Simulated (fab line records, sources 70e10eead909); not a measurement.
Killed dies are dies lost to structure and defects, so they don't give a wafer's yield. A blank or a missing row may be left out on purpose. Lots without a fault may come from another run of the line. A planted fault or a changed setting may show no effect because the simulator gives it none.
fab line records | flow nand_harc
record lots=13 wafers=39 last_day=24
route steps=1159 shown P_STI@87 P_GATE@130 END@1159
lots that met no fault: from a run of the same line without faults
start_h: hours from the record's first day to the start of the lot's first wafer shown | wait_h: hours since the lot's step before | " the same as in the row above | L1.1+2: a row that stands for several wafers | - no value, or no start given | * or withheld: withheld | < > ~ a bound
route shown NAME@n: a module of which the file shows steps, and the number in the route of the first | usual: mean/standard deviation of fault-free wafers | same: alike in all rows | chamber/n: place in a boat | sites: the reading at each site | _std_site: their standard deviation | _edge_site: outer sites' mean less inner sites' | radius_mm: how far each site lies from the wafer's centre | mask NAME#n: copy n | behind: the tool/chamber that last shaped the wafer | hold: why the lot was held/for how many hours/how that ended | device: the transistor (n, p or np) that didn't switch | end of line: the same wafers' tests at the end of the route | a step without rows: its recipe alone | killed: dies lost to structure and defects at the first sort, not the wafer's yield | map: a wafer's dies, x killed, . not, _ none there
set.NAME: the setting as run; set.NAME@STEP: as run at that earlier step | model.NAME: the simulator's own value behind a step, which no gauge read
steps of the route over a sample of lots; a table a step, a row a wafer
services: from which hour (start_h, from the record's first day; less than 0 if before it) a tool's chamber was out of use, for how many hours, and why
## steps
# step NHARC_P_STI_DESCUM_14
# recipe time_s=3 o2_flow_sccm=200 ar_flow_sccm=0 bias_power_w=0 chemistry=O2
# usual drypump_motor_current_A=5.5/0.57 mfc_ar_sccm=0.015/0.014 oes_product_au=0.999/0.014 rf_vpp_V=57.8/0.89 showerhead_plenum_p_Torr=1.93/0.071 throttle_valve_pct=11.312/0.0088
# columns lot.wafer tool chamber start_h wait_h drypump_motor_current_A mfc_ar_sccm oes_product_au rf_hours_counter_h rf_vpp_V showerhead_plenum_p_Torr throttle_valve_pct
L970.1 rie_diel-12 3 39.28 - 5.4 0 1.013 0.5 59.4 1.87 11.309
L970.6 " 2 " " 4.9 0.005 0.985 - 59.0 2.05 11.308
L970.5 " 3 " " 5.4 0 1.014 - 57.5 1.87 11.314
L971.2 rie_diel-09 3 39.44 - 5.2 0 1.011 4.0 58.6 1.87 11.314
L971.4 " 0 " " 6.5 0.027 0.991 4.0 56.2 1.90 11.318
L971.3 " 2 " " 5.5 0.006 1.002 4.7 58.8 2.07 11.310
L972.1 rie_diel-10 1 47.48 - 5.3 0.020 0.999 1.2 58.4 1.91 11.311
L972.4 " 2 " " 4.8 0 1.007 0.6 59.1 1.96 11.306
L972.2 " 0 " " 6.6 0.036 1.033 1.1 58.0 1.83 11.305
L973.3 rie_diel-09 0 58.64 - 6.5 0.027 0.991 4.7 57.0 1.90 11.296
L973.2 " 1 " " 6.3 0.025 1.007 5.1 58.1 1.95 11.328
L973.5 " 0 " " 6.5 0.027 0.994 - 57.7 1.90 11.307
L976.2 rie_diel-10 3 73.19 - 5.2 0.036 0.976 1.7 58.8 2.01 11.301
L976.1 " 1 " " 5.3 0.020 0.994 1.8 58.2 1.91 11.308
L976.6 " 0 " " 6.6 0.036 1.010 - 57.8 1.83 11.306
L982.4 rie_diel-12 0 103.70 - 5.9 0 0.994 5.5 57.0 1.88 11.301
L982.3 " 2 " " 4.9 0.005 1.005 4.3 57.5 2.05 11.309
L982.5 " 0 " " 5.9 0 0.978 - 57.5 1.88 11.313
L985.3 rie_diel-10 0 126.34 - 6.5 0.036 1.017 3.2 57.6 1.83 11.312
L985.2 " 1 " " 5.3 0.020 0.992 3.2 57.1 1.91 11.318
L985.6 " 0 " " 6.5 0.036 1.030 - 56.7 1.83 11.312
L986.1 rie_diel-12 3 130.88 - 5.4 0 1.008 6.7 57.8 1.87 11.333
L986.3 " 1 " " 5.5 0.017 1.008 6.8 56.6 1.92 11.325
L986.5 " 3 " " 5.4 0 1.009 - 57.4 1.87 11.304
L988.2 rie_diel-12 3 143.87 - 5.4 0 1.013 7.8 57.9 1.87 11.306
L988.1 " 1 " " 5.5 0.017 1.011 7.8 58.3 1.92 11.311
L988.4 " 3 " " 5.4 0 1.023 - 57.8 1.87 11.328
L990.1 rie_diel-09 1 151.60 - 6.3 0.025 0.994 2.7 56.6 1.95 11.319
L990.4 " 2 " " 5.5 0.006 1.004 - 59.1 2.06 11.308
L990.6 " 1 " " 6.3 0.025 0.977 - 57.7 1.95 11.327
L989.1 rie_diel-10 2 151.76 - 4.7 0 0.996 2.4 59.1 1.96 11.315
L989.6 " 3 " " 5.2 0.036 0.990 - 58.4 2.01 11.308
L989.5 " 0 " " 6.5 0.036 1.009 - 56.6 1.83 11.297
L991.2 rie_diel-10 3 162.88 - 5.2 0.036 0.996 4.0 58.2 2.01 11.315
L991.3 " 1 " " 5.3 0.020 0.992 4.2 58.8 1.91 11.307
L991.6 " 3 " " 5.2 0.036 0.992 - 57.9 2.01 11.321
L992.3 rie_diel-12 3 167.17 - 5.4 0 1.021 10.0 57.9 1.87 11.318
L992.4 " 0 " " 5.9 0 0.996 8.2 57.7 1.88 11.314
L992.6 " 1 " " 5.5 0.017 0.992 - 58.3 1.92 11.298
# step NHARC_P_GATE_CVD_17
# recipe target_thk_a=1500 temp_c=620 time_s=900 material=poly-Si
# usual run_length_s=901.3/0.7 spike_tc_bottom_C=642.0/1.1 spike_tc_top_C=639.1/1.4 zone_power_centre_pct=8.8/0.95
# columns lot.wafer tool chamber start_h wait_h run_length_s spike_tc_bottom_C spike_tc_top_C zone_power_centre_pct
L970.1 lpcvd_poly-03 0 88.79 2.7 900.8 641.6 638.4 7.9
L970.5 " 0 " " 900.8 642.1 637.9 8.0
L970.6 " 0 " " 900.8 642.8 638.9 8.0
L971.2 lpcvd_poly-03 0 88.79 2.7 900.8 642.3 638.0 8.0
L971.3 " 0 " " 900.8 643.7 638.2 8.0
L971.4 " 0 " " 900.8 642.2 639.5 7.8
L972.1 lpcvd_poly-02 0 93.82 2.9 903.0 642.4 637.7 10.4
L972.2 " 0 " " 903.0 643.7 636.3 10.5
L972.4 " 0 " " 903.0 643.0 637.2 10.2
L973.2 lpcvd_poly-01 0 106.61 2.5 901.1 639.2 640.5 9.1
L973.3 " 0 " " 901.1 641.8 640.5 9.3
L973.5 " 0 " " 901.1 640.9 641.9 9.2
L976.1 lpcvd_poly-03 0 123.09 2.7 900.8 642.1 638.2 7.9
L976.2 " 0 " " 900.8 643.2 640.8 8.0
L976.6 " 0 " " 900.8 642.0 639.3 7.9
L982.3 lpcvd_poly-03 0 159.65 2.7 900.9 643.8 640.0 8.0
L982.4 " 0 " " 900.9 644.2 638.7 7.9
L982.5 " 0 " " 900.9 643.5 639.3 7.9
L985.2 lpcvd_poly-01 - 173.83 2.5 - - - -
L985.3 " - " " - - - -
L985.6 " - " " - - - -
L986.1 lpcvd_poly-01 - 173.83 2.5 - - - -
L986.3 " - " " - - - -
L986.5 " - " " - - - -
L988.1 lpcvd_poly-01 0 192.88 2.5 901.3 640.9 639.0 9.0
L988.2 " 0 " " 901.3 641.1 641.7 9.0
L988.4 " 0 " " 901.3 640.8 641.4 9.3
L989.1 lpcvd_poly-01 0 197.33 2.5 901.1 641.0 639.6 9.3
L989.5 " 0 " " 901.1 639.5 640.0 9.2
L989.6 " 0 " " 901.1 641.2 640.7 9.1
L990.1 lpcvd_poly-01 0 197.33 2.5 901.6 640.4 640.2 9.2
L990.4 " 0 " " 901.6 641.0 639.8 9.1
L990.6 " 0 " " 901.6 642.5 638.4 9.2
L991.2 lpcvd_poly-02 0 215.02 2.9 901.8 640.1 637.1 10.3
L991.3 " 0 " " 901.8 640.7 637.6 10.2
L991.6 " 0 " " 901.8 641.1 636.4 10.4
L992.3 lpcvd_poly-03 0 223.67 2.7 900.9 641.8 639.8 7.9
L992.4 " 0 " " 900.9 643.0 638.5 7.8
L992.6 " 0 " " 900.9 641.7 638.6 8.0
# step NHARC_P_GATE_HM_DEP_102
# recipe target_thk_a=1200 temp_c=400 material=aC
# usual throttle_valve_pct=35.001/0.0089
# columns lot.wafer tool chamber start_h wait_h throttle_valve_pct
L970.1 acl_dep-02 0 92.74 1.7 34.997
L970.5 " 0 " " 35.013
L970.6 " 0 " " 34.992
L971.2 acl_dep-03 0 93.48 2.4 34.991
L971.3 " 0 " " 34.996
L971.4 " 0 " " 35.011
L972.1 acl_dep-03 0 97.22 1.2 34.993
L972.2 " 0 " " 34.999
L972.4 " 0 " " 35.001
L973.2 acl_dep-01 0 110.23 1.4 35.000
L973.3 " 0 " " 35.009
L973.5 " 0 " " 35.001
L976.1 acl_dep-01 0 126.86 1.6 34.996
L976.2 " 0 " " 35.001
L976.6 " 0 " " 34.995
L982.3 acl_dep-03 0 163.10 1.2 35.009
L982.4 " 0 " " 34.995
L982.5 " 0 " " 34.988
L985.2 acl_dep-01 0 180.62 4.5 35.004
L985.3 " 0 " " 35.003
L985.6 " 0 " " 35.003
L986.1 acl_dep-01 0 181.15 5.1 35.013
L986.3 " 0 " " 34.988
L986.5 " 0 " " 34.996
L988.1 acl_dep-02 0 196.86 1.8 34.992
L988.2 " 0 " " 35.002
L988.4 " 0 " " 35.007
L989.1 acl_dep-02 0 199.95 0.4 34.992
L989.5 " 0 " " 35.001
L989.6 " 0 " " 34.985
L990.1 acl_dep-01 0 199.95 0.4 35.011
L990.4 " 0 " " 34.994
L990.6 " 0 " " 35.002
L991.2 acl_dep-03 0 218.68 1.4 35.007
L991.3 " 0 " " 34.995
L991.6 " 0 " " 35.005
L992.3 acl_dep-02 0 228.84 2.9 34.983
L992.4 " 0 " " 34.988
L992.6 " 0 " " 34.977
# step NHARC_P_GATE_DEP_103
# recipe target_thk_a=300 target_thk_nm=30 temp_c=400 flow_sccm=200 rf_w=350 material=SiON
# usual heater_power_w=750/73
# columns lot.wafer tool chamber start_h wait_h heater_power_w since_wet_clean_h
L970.1 pecvd-04 2 93.46 0.6 833 66
L970.6 " 0 " " 673 -
L970.5 " 1 " " 893 -
L971.3 pecvd-01 0 94.05 0.3 628 25
L971.2 " 2 " " 764 25
L971.4 " 1 " " 750 -
L972.2 pecvd-01 2 97.91 0.5 829 29
L972.1 " 0 " " 761 29
L972.4 " 2 " " 849 -
L973.3 pecvd-01 0 110.81 0.4 747 42
L973.2 " 1 " " 734 42
L973.5 " 1 " " 750 -
L976.2 pecvd-01 0 127.86 0.8 740 59
L976.1 " 1 " " 788 59
L976.6 " 0 " " 744 -
L982.3 pecvd-01 1 163.58 0.4 712 95
L982.4 " 0 " " 653 -
L982.5 " 2 " " 806 -
L985.3 pecvd-01 2 181.17 0.3 815 112
L985.2 " 0 " " 736 112
L985.6 " 0 " " 749 -
L986.1 pecvd-04 2 182.13 0.9 817 155
L986.3 " 0 " " 727 155
L986.5 " 2 " " 841 -
L988.1 pecvd-01 2 197.55 0.6 805 129
L988.2 " 0 " " 720 129
L988.4 " 0 " " 719 -
L989.1 pecvd-02 2 200.69 0.6 882 35
L989.5 " 1 " " 665 -
L989.6 " 2 " " 867 -
L990.1 pecvd-01 0 200.71 0.6 734 132
L990.6 " 2 " " 757 -
L990.4 " 0 " " 732 -
L991.2 pecvd-01 1 219.24 0.5 694 150
L991.3 " 0 " " 684 150
L991.6 " 1 " " 710 -
L992.3 pecvd-01 0 229.62 0.7 698 161
L992.6 " 2 " " 754 -
L992.4 " 0 " " 707 -
# step NHARC_END_SORT_01
# recipe temp_c=25
# usual killed_at_array=24/8.4 killed_at_other=0.7/1.1 killed_at_periphery=2.9/1.7 killed_dies=27/8.6 killed_open=3.3/1.8 killed_short=1.8/1.4
# same gross_dies=677
# columns lot.wafer tool chamber start_h wait_h killed_at_array killed_at_other killed_at_periphery killed_dies killed_open killed_short
L985.2 prober-02 0 516.51 2.8 12 0 665 677 3 4
L985.3 prober-02 0 517.30 3.1 16 0 661 677 8 1
L985.6 prober-02 0 519.67 3.9 13 0 664 677 3 0
L986.1 prober-02 0 538.34 2.5 29 0 648 677 5 0
L986.3 prober-02 0 539.94 3.1 37 0 640 677 7 0
L986.5 prober-02 0 541.55 3.7 37 1 639 677 2 1
# killed by level:class
L985.2 P_GATE:area_cvd=659 P_GATE:chamber_film_flake=3 A_CHANNEL_HOLE_D1:chamber_film_flake=3 A_SOURCE_PLATE:geometric_particle:short=2 A_BLC:geometric_particle:open=2 A_CONTACT:chamber_film_flake=2 P_CONTACT:geometric_particle:short=1 P_M1:geometric_particle:open=1
L985.3 P_GATE:area_cvd=660 A_CHANNEL_HOLE_D1:chamber_film_flake=6 A_CONTACT:geometric_particle:open=4 P_M1:geometric_particle:open=1 A_ONON_D1:geometric_particle:short=1 A_CHANNEL_HOLE_D1:geometric_particle:open=1 A_WL_FILL:geometric_particle:open=1 A_M0:geometric_particle:open=1
L985.6 P_GATE:area_cvd=660 A_CHANNEL_HOLE_D1:chamber_film_flake=5 P_GATE:chamber_film_flake=4 A_CONTACT:chamber_film_flake=3 A_ONON_D1:geometric_particle:open=1 A_WL_FILL:geometric_particle:open=1 A_CONTACT:geometric_particle:open=1 A_CHANNEL_FILL_D1:chamber_film_flake=1
L986.1 P_GATE:area_cvd=646 A_SLIT:chamber_film_flake=14 A_STAIRCASE:chamber_film_flake=5 A_CHANNEL_HOLE_D1:chamber_film_flake=3 A_CONTACT:chamber_film_flake=3 P_M0:geometric_particle:open=1 A_ONON_D1:geometric_particle:open=1 A_WL_FILL:geometric_particle:open=1
L986.3 P_GATE:area_cvd=638 A_SLIT:chamber_film_flake=21 A_CHANNEL_HOLE_D1:chamber_film_flake=8 A_ONON_D1:geometric_particle:open=3 A_STAIRCASE:chamber_film_flake=2 P_GATE:geometric_particle:open=1 P_M0:geometric_particle:open=1 A_SGD_CUT:geometric_particle:open=1
L986.5 P_GATE:area_cvd=638 A_SLIT:chamber_film_flake=20 A_STAIRCASE:chamber_film_flake=5 A_CHANNEL_HOLE_D1:chamber_film_flake=4 A_CONTACT:chamber_film_flake=4 A_CONTACT:geometric_particle:open=1 A_CONTACT:geometric_particle:short=1 A_BLC:geometric_particle:open=1
## services
# columns tool chamber start_h hours kind
rie_diel-12 - 25.40 9.0 pm
rie_diel-09 - 40.06 1.1 repair
acl_dep-03 - 45.04 13.0 pm
rie_diel-12 2 47.65 11.7 repair
pecvd-01 - 56.00 13.0 pm
rie_diel-10 2 59.10 22.0 repair
rie_diel-09 3 66.56 1.6 repair
rie_diel-09 - 77.10 9.0 pm
lpcvd_poly-01 - 87.56 6.8 repair
pecvd-01 0 99.34 8.4 repair
rie_diel-10 2 106.30 16.7 repair
lpcvd_poly-01 - 108.82 26.0 pm
acl_dep-01 - 112.02 13.0 pm
rie_diel-10 3 124.63 5.4 repair
rie_diel-09 0 135.45 3.0 repair
acl_dep-02 - 140.60 0.7 repair
rie_diel-09 3 141.04 26.2 repair
rie_diel-12 0 143.87 17.7 repair
acl_dep-02 - 169.36 13.0 pm
rie_diel-10 0 172.52 5.4 repair
rie_diel-10 - 176.50 9.0 pm
rie_diel-12 - 202.40 9.0 pm
pecvd-01 - 214.97 0.8 repair
acl_dep-03 - 226.08 13.0 pm
## key
first_sign step=NHARC_P_GATE_CVD_17 reading=tool_record direction=missing
effect step=NHARC_END_SORT_01 reading=killed_at_periphery direction=up sigmas=99+ usual=2.9 struck=652.8
more_kills_born_at NHARC_P_GATE_CVD_17@lpcvd_poly-01=3901
met_at NHARC_P_GATE_CVD_17
struck_lots L985,L986
later_rows_left_out L985.2,L985.3,L985.6,L986.1,L986.3,L986.5
tester_left_out L985,L986
not_acting_at NHARC_P_STI_DESCUM_14,NHARC_P_GATE_HM_DEP_102,NHARC_P_GATE_DEP_103
onset_between 106.61 173.83
fault kind=skipped_step_whole tool=lpcvd_poly-01 chamber=- onset_h=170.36 steps=NHARC_P_GATE_CVD_17 scope=struck_lots_only
# tester_left_out: of these lots the tester's yield and bins aren't shown, on N5 and GAA mostly nor the transistor test; their killed dies are dies lost to structure and defects alone, not to doping, threshold or leakage, so they don't give the yield
# later_rows_left_out: the simulator's readings of these wafers behind a module that went badly wrong aren't trusted and aren't shown, but for the sort
